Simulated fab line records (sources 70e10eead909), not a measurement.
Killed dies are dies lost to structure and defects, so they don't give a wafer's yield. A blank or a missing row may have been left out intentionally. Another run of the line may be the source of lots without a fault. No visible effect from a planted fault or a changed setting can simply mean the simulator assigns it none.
Comparing a struck lot with a sound one | flow nand harc | 15 out of 1159 route steps
Sound: wafers L932.3, L932.4, L932.5. The struck wafers were L940.1, L940.2, L940.6. The cause is named last.
Per side, at each step with rows, come the tool, then ch with its chambers, and then its first start. Under that, the readings that differ: sound wafers | struck wafers | difference of the means | sigmas: that difference in standard deviations of wafers without a fault.
alike: words and numbers the same on both sides, and readings whose means are apart by under 2 such deviations; not compared: readings that were withheld, readings missing a value for some wafer, numbers with overlapping values and no deviation given by the record, and bounds like >300 which may hide the same value.
A row with sigmas, a row that says differs or no value, or rows on one side alone: a step with any of these is where the two part. Numbers that don't overlap but have no deviation are shown without sigmas and don't part them. A reading that every wafer of one side lacks parts them only if that side has two wafers or more.

first, 1 step without rows for these wafers: NHARC_A_ONON_D1_DEP_09 (target thk 1000 nm).
NHARC_A_ONON_D1_THK_MEAS_11: measures by ellipsometry.
  sound on film metro-01, day 7 16:32; struck on film metro-02, day 9 23:48
  alike: thk nm
following that, 1 step holds no rows for these wafers, namely NHARC_A_ONON_D1_DEP_12 (target thickness 1000 nm).
NHARC_A_ONON_D1_THK_MEAS_14: measures by ellipsometry.
  sound on film metro-02, day 7 17:05; struck on film metro-01, day 10 00:22
  alike: thk nm
then, 2 steps without rows for these wafers: NHARC_A_ONON_D1_ANNEAL_15 (time 3600 s); NHARC_A_ONON_D1_DEP_16 (target thk 1000 nm).
NHARC_A_ONON_D1_THK_MEAS_18: measures by ellipsometry.
  sound on film metro-02, day 8 00:12; struck on film metro-01, day 10 07:26
  alike: thk nm
following that, 1 step holds no rows for these wafers, namely NHARC_A_ONON_D1_DEP_19 (target thickness 1000 nm).
NHARC_A_ONON_D1_THK_MEAS_21: measures by ellipsometry.
  sound on film metro-02, day 8 00:46; struck on film metro-01, day 10 08:01
  reading     | sound          | struck      | difference | sigmas
  thk nm (nm) | 1000 1001 1002 | 973 973 974 | -28        | -3
following that, 1 step holds no rows for these wafers, namely NHARC_A_ONON_D1_DEP_22 (target thickness 1000 nm).
NHARC_A_ONON_D1_THK_MEAS_24: measures by ellipsometry.
  sound on film metro-02, day 8 01:19; struck on film metro-02, day 10 08:34
  alike: thk nm
NHARC_A_ONON_D1_DEP_25: target thk 1000 nm.
  sound on pecvd onon-03 ch 0, day 8 01:29; struck on pecvd onon-03 ch 0, day 10 08:38
  alike: n2o flow sccm
NHARC_A_ONON_D1_THK_MEAS_27: measures by ellipsometry.
  sound on film metro-02, day 8 01:53; struck on film metro-02, day 10 09:09
  reading     | sound          | struck      | difference | sigmas
  thk nm (nm) | 1011 1009 1008 | 611 612 610 | -398       | -36
following that, 1 step holds no rows for these wafers, namely NHARC_A_ONON_D1_DEP_28 (target thickness 1000 nm).
-- jump in the record: it breaks off in module A_ONON_D1 and resumes in module END (first step shown: number 1159 of the route), and 11 days separate the struck wafers' starts before and after --
NHARC_END_SORT_01:
  at this point the record logs the struck wafers (prober-01 ch 0, day 21 18:52) and has no rows for the sound ones

WHERE THEY PART
First at NHARC_A_ONON_D1_THK_MEAS_21; last, within this record, at NHARC_END_SORT_01.

WHY: the cause the simulator had injected
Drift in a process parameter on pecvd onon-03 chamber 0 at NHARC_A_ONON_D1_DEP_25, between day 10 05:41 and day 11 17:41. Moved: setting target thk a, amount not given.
